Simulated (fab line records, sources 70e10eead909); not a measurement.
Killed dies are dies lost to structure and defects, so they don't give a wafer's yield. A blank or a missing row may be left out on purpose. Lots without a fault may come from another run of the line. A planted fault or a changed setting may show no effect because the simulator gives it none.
Chamber matching | flow nand_harc | NHARC_A_CONTACT_ETCH_48 on rie_diel-04: 4 sister chambers
The step etches the open film in CF4, target depth 39 nm, time 65 s. 22 wafers are shown with their chamber, then 11 later ones without.

WAFERS WITH THEIR CHAMBER
wafer  | chamber | showerhead_plenum_p_Torr (Torr) | drypump_motor_current_A (A) | rf_vpp_V (V)
L084.3 | 2       | 1.81                            | 6.2                         | 151.6
L084.4 | 0       | 1.67                            | 5.6                         | 149.7
L084.5 | 0       | 1.67                            | 5.6                         | 148.8
L086.3 | 1       | 1.72                            | 5.6                         | 150.7
L086.5 | 3       | 1.79                            | 5.5                         | 153.1
L086.6 | 0       | 1.67                            | 5.6                         | 150.7
L087.2 | 0       | 1.67                            | 5.6                         | 148.7
L087.4 | 3       | 1.79                            | 5.5                         | 151.3
L087.6 | 0       | 1.67                            | 5.6                         | 150.5
L088.2 | 2       | 1.81                            | 6.2                         | 150.9
L088.3 | 1       | 1.72                            | 5.6                         | 149.7
L088.4 | 0       | 1.67                            | 5.6                         | 150.0
L090.4 | 1       | 1.72                            | 5.6                         | 149.4
L090.5 | 3       | 1.79                            | 5.5                         | 151.3
L090.6 | 2       | 1.81                            | 6.3                         | 151.9
L091.1 | 1       | 1.72                            | 5.6                         | 150.2
L091.3 | 0       | 1.66                            | 5.6                         | 150.5
L091.5 | 3       | 1.79                            | 5.5                         | 151.1
L092.1 | 1       | 1.72                            | 5.6                         | 150.8
L092.4 | 0       | 1.66                            | 5.6                         | 149.3
L092.5 | 0       | 1.66                            | 5.6                         | 150.1
L093.2 | 3       | 1.79                            | 5.5                         | 152.5

SIGNATURES (means of the wafers above)
reading                  | chamber 0 | chamber 1 | chamber 2 | chamber 3 | scatter within a chamber
showerhead_plenum_p_Torr | 1.6667    | 1.7200    | 1.8100    | 1.7900    | 0.00333
drypump_motor_current_A  | 5.600     | 5.600     | 6.233     | 5.500     | 0.0192
rf_vpp_V                 | 149.811   | 150.160   | 151.467   | 151.860   | 0.729
Rule: a wafer's distance from a chamber is the root of the sum, over the readings, of the square of ((its reading less the chamber's mean) divided by the reading's scatter). The wafer belongs to the nearest chamber; if the next one is less than 2 further off, it can't be placed. The scatter: the root of (the sum of the squares of (reading less its chamber's mean) over the shown wafers, divided by (wafers less chambers)).

WAFERS WITHOUT THEIR CHAMBER
wafer  | showerhead_plenum_p_Torr (Torr) | drypump_motor_current_A (A) | rf_vpp_V (V)
L093.4 | 1.66                            | 5.6                         | 150.3
L093.5 | 1.81                            | 6.3                         | 151.3
L094.2 | 1.66                            | 5.5                         | 149.4
L094.4 | 1.72                            | 5.6                         | 151.9
L094.5 | 1.79                            | 5.5                         | 152.0
L095.4 | 1.72                            | 5.6                         | 150.9
L095.5 | 1.66                            | 5.6                         | 149.4
L095.6 | 1.79                            | 5.5                         | 150.1
L096.2 | 1.66                            | 5.6                         | 149.6
L096.4 | 1.72                            | 5.6                         | 151.3
L096.5 | 1.66                            | 5.6                         | 150.0

WHICH CHAMBER EACH WENT THROUGH
wafer  | from the rows above | in truth
L093.4 | 0                   | 0
L093.5 | 2                   | 2
L094.2 | 0                   | 0
L094.4 | 1                   | 1
L094.5 | 3                   | 3
L095.4 | 1                   | 1
L095.5 | 0                   | 0
L095.6 | 3                   | 3
L096.2 | 0                   | 0
L096.4 | 1                   | 1
L096.5 | 0                   | 0
Placed correctly: 11 of 11. Can't be placed from these rows: 0. Placed wrongly: 0.
